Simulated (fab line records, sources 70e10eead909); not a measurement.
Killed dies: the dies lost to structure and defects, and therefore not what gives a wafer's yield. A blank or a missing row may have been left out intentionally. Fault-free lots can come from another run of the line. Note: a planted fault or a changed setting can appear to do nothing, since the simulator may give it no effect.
Which tool did it? | flow nandHarc | 11 lots, 33 wafers sampled, at 4 steps of a route of 1302

## WHAT EACH GAUGE READ, for each wafer
Not one reading of a measure or inspect step in the record can be checked against a usual standard deviation.

## TOOL THAT RAN EACH LOT (tool first, then ch and the chambers of the sampled wafers, then the start)
lot  | NHARC_A_STAIRCASE_TRIM_12         | NHARC_A_STAIRCASE_EXPOSE_181     | NHARC_A_STAIRCASE_DESCUM_186      | NHARC_A_STAIRCASE_TRIM_193
L519 | rieDiel-05 ch 0,1,3, day 15 19:29 | krfScanner-02 ch 0, day 15 23:07 | rieDiel-10 ch 0,2,3, day 15 23:29 | rieDiel-10 ch 1,2,3, no start
L518 | rieDiel-11 ch 0,1, day 15 19:58   | krfScanner-02 ch 0, day 15 23:33 | rieDiel-10 ch 0,1, day 15 23:56   | rieDiel-10 ch 2,3, no start
L520 | rieDiel-10 ch 0,3, day 16 06:47   | krfScanner-04 ch 0, day 16 10:02 | rieDiel-11 ch 0,2, day 16 10:25   | rieDiel-11 ch 1,2,3, no start
L521 | rieDiel-11 ch 1,2,3, day 17 00:52 | krfScanner-01 ch 0, day 17 07:26 | rieDiel-10 ch 0,2,3, day 17 07:49 | rieDiel-10 ch 0,3, no start
L526 | rieDiel-10 ch 0,2,3, day 18 23:10 | krfScanner-02 ch 0, day 19 02:38 | rieDiel-05 ch 0,2, day 19 03:02   | rieDiel-05 ch 1,3, no start
L527 | rieDiel-05 ch 1,2,3, day 19 19:41 | krfScanner-02 ch 0, day 19 23:24 | rieDiel-05 ch 0,1,3, day 19 23:47 | rieDiel-05 ch 0,1,3, no start
L529 | rieDiel-05 ch 1,2,3, day 20 17:17 | krfScanner-02 ch 0, day 20 20:31 | rieDiel-11 ch 0,3, day 20 20:53   | rieDiel-11 ch 0,2,3, no start
L536 | rieDiel-05 ch 1,2,3, day 22 20:07 | krfScanner-01 ch 0, day 23 00:41 | rieDiel-10 ch 0,1,2, day 23 01:04 | rieDiel-10 ch 0,1,3, no start
L537 | rieDiel-11 ch 0,2,3, day 23 23:15 | krfScanner-01 ch 0, day 24 02:27 | rieDiel-05 ch 1,2, day 24 02:52   | rieDiel-05 ch 0,2,3, no start
L538 | rieDiel-05 ch 0,2,3, day 23 23:53 | krfScanner-04 ch 0, day 24 03:13 | rieDiel-10 ch 0,1,3, day 24 03:35 | rieDiel-10 ch 0,2,3, no start
L539 | rieDiel-05 ch 1,3, day 24 17:41   | krfScanner-04 ch 0, day 24 21:55 | rieDiel-05 ch 1,3, day 24 22:20   | rieDiel-05 ch 0,1,3, no start
- NHARC_A_STAIRCASE_TRIM_12: chemistry O2, time 211.2 s.
- NHARC_A_STAIRCASE_EXPOSE_181: exposes mask STAIR 2.
- NHARC_A_STAIRCASE_DESCUM_186: chemistry O2, time 3 s.
- NHARC_A_STAIRCASE_TRIM_193: chemistry O2, time 211.2 s.

## AS READ BY THE TOOLS THEMSELVES (means over the sampled wafers that have a number; for cases with no such wafer, the mark the record gives instead)
NHARC_A_STAIRCASE_TRIM_12.
lot  | tool       | drypumpMotorCurrentA (A) | oesProductAu (a.u.) | rfVppV (V) | showerheadPlenumPTorr (Torr) | throttleValvePct (%)
L519 | rieDiel-05 | 6.2                      | 1.016               | 57.7       | 3.50                         | 17.047
L518 | rieDiel-11 | 5.6                      | 0.996               | 57.8       | 3.72                         | 17.044
L520 | rieDiel-10 | 5.8                      | 1.003               | 58.2       | 3.36                         | 17.036
L521 | rieDiel-11 | 5.9                      | 0.995               | 58.3       | 3.69                         | 17.043
L526 | rieDiel-10 | 5.8                      | 0.985               | 57.0       | 3.60                         | 17.029
L527 | rieDiel-05 | 6.0                      | 1.006               | 58.0       | 3.46                         | 17.033
L529 | rieDiel-05 | 6.0                      | 1.011               | 57.4       | 3.45                         | 17.042
L536 | rieDiel-05 | 6.0                      | 1.014               | 57.9       | 3.44                         | 17.035
L537 | rieDiel-11 | 6.0                      | 0.994               | 58.6       | 3.63                         | 17.036
L538 | rieDiel-05 | 6.2                      | 1.020               | 58.2       | 3.33                         | 17.034
L539 | rieDiel-05 | 6.0                      | 1.011               | 57.1       | 3.58                         | 17.039

NHARC_A_STAIRCASE_EXPOSE_181.
lot  | tool          | exposureDoseMJCm2
L519 | krfScanner-02 | 27.849
L518 | krfScanner-02 | 27.871
L520 | krfScanner-04 | 27.879
L521 | krfScanner-01 | 27.890
L526 | krfScanner-02 | 27.824
L527 | krfScanner-02 | 28.243
L529 | krfScanner-02 | 28.291
L536 | krfScanner-01 | 27.857
L537 | krfScanner-01 | 27.879
L538 | krfScanner-04 | 27.855
L539 | krfScanner-04 | 27.861

NHARC_A_STAIRCASE_DESCUM_186.
lot  | tool       | drypumpMotorCurrentA (A) | oesProductAu (a.u.) | rfVppV (V) | showerheadPlenumPTorr (Torr) | throttleValvePct (%)
L519 | rieDiel-10 | 5.8                      | 1.012               | 57.9       | 1.86                         | 11.308
L518 | rieDiel-10 | 5.3                      | 1.000               | 58.4       | 1.93                         | 11.319
L520 | rieDiel-11 | 5.8                      | 0.983               | 57.8       | 2.02                         | 11.305
L521 | rieDiel-10 | 5.7                      | 1.005               | 57.9       | 1.85                         | 11.297
L526 | rieDiel-05 | 6.4                      | 1.020               | 56.7       | 1.83                         | 11.313
L527 | rieDiel-05 | 6.2                      | 1.005               | 57.5       | 1.88                         | 11.307
L529 | rieDiel-11 | 5.9                      | 1.007               | 58.9       | 1.93                         | 11.310
L536 | rieDiel-10 | 5.5                      | 1.000               | 58.0       | 1.90                         | 11.307
L537 | rieDiel-05 | 6.1                      | 1.015               | 57.4       | 1.87                         | 11.313
L538 | rieDiel-10 | 5.6                      | 0.997               | 58.1       | 1.96                         | 11.308
L539 | rieDiel-05 | 6.0                      | 1.004               | 57.5       | 1.94                         | 11.321

NHARC_A_STAIRCASE_TRIM_193.
lot  | tool       | drypumpMotorCurrentA (A) | oesProductAu (a.u.) | rfVppV (V) | showerheadPlenumPTorr (Torr) | throttleValvePct (%)
L519 | rieDiel-10 | 5.6                      | 1.011               | 57.1       | 3.46                         | 17.034
L518 | rieDiel-10 | 5.8                      | 1.017               | 57.3       | 3.36                         | 17.036
L520 | rieDiel-11 | 5.9                      | 0.999               | 58.4       | 3.69                         | 17.040
L521 | rieDiel-10 | 5.7                      | 1.008               | 58.1       | 3.44                         | 17.041
L526 | rieDiel-05 | 6.0                      | 1.018               | 57.4       | 3.45                         | 17.028
L527 | rieDiel-05 | 6.2                      | 1.009               | 58.4       | 3.48                         | 17.032
L529 | rieDiel-11 | 6.0                      | 0.989               | 57.9       | 3.64                         | 17.043
L536 | rieDiel-10 | 5.6                      | 1.000               | 58.4       | 3.61                         | 17.033
L537 | rieDiel-05 | 6.2                      | 1.017               | 56.6       | 3.33                         | 17.038
L538 | rieDiel-10 | 5.8                      | 0.991               | 57.6       | 3.57                         | 17.030
L539 | rieDiel-05 | 6.2                      | 1.019               | 57.5       | 3.47                         | 17.044

## THE ANSWER, worked out from the rows above alone
Rule: the lots themselves supply what counts as usual. Put in order of their means at a reading, lots are off if they are a third of the lots or fewer, leave a main group of 4 or more, and stand apart from it by a gap of 3 or more times the standard deviation of the main group's means; of several such gaps the widest counts. A main group is skipped when, at the precision printed for the reading in the tables above, its means are all equal. A lot without any number at a reading at which 4 lots or more have one is off too. Where the step has rows for the other lots, those lots are counted as sound. After the gauges, taken in route order, come the tools' own readings; for these a lot's mean is taken, as printed above. The first step at which some lot is off is used, and at that step the reading that is off furthest; a lot without a number counts as furthest.
Off: L527, L529 (NHARC_A_STAIRCASE_EXPOSE_181, exposureDoseMJCm2). For the main group the mean is 27.863 and the standard deviation 0.019.
A tool fits if, at that step or a process step before it, it ran every lot that is off, and no sound lot after the first of them. One fits: krfScanner-02 at NHARC_A_STAIRCASE_EXPOSE_181. A fault onset in the window from L526 (day 19 02:38, its last sound lot) to L527 (day 19 23:24, its first lot off) fits.
The tool's own readings at NHARC_A_STAIRCASE_EXPOSE_181 bear it out: on the lots that are off they differ by more than 5 times the standard deviation of the sound lots' means. exposureDoseMJCm2 reads 28.267 there against 27.863 on the sound lots.

## WHAT HAD BEEN PUT IN BY THE SIMULATOR
Process parameters drifting: krfScanner-02 at NHARC_A_STAIRCASE_EXPOSE_181, beginning at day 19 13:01. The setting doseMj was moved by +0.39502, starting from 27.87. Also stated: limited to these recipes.
Shown lots that were struck: L527, L529. This agrees with what the rule above found.
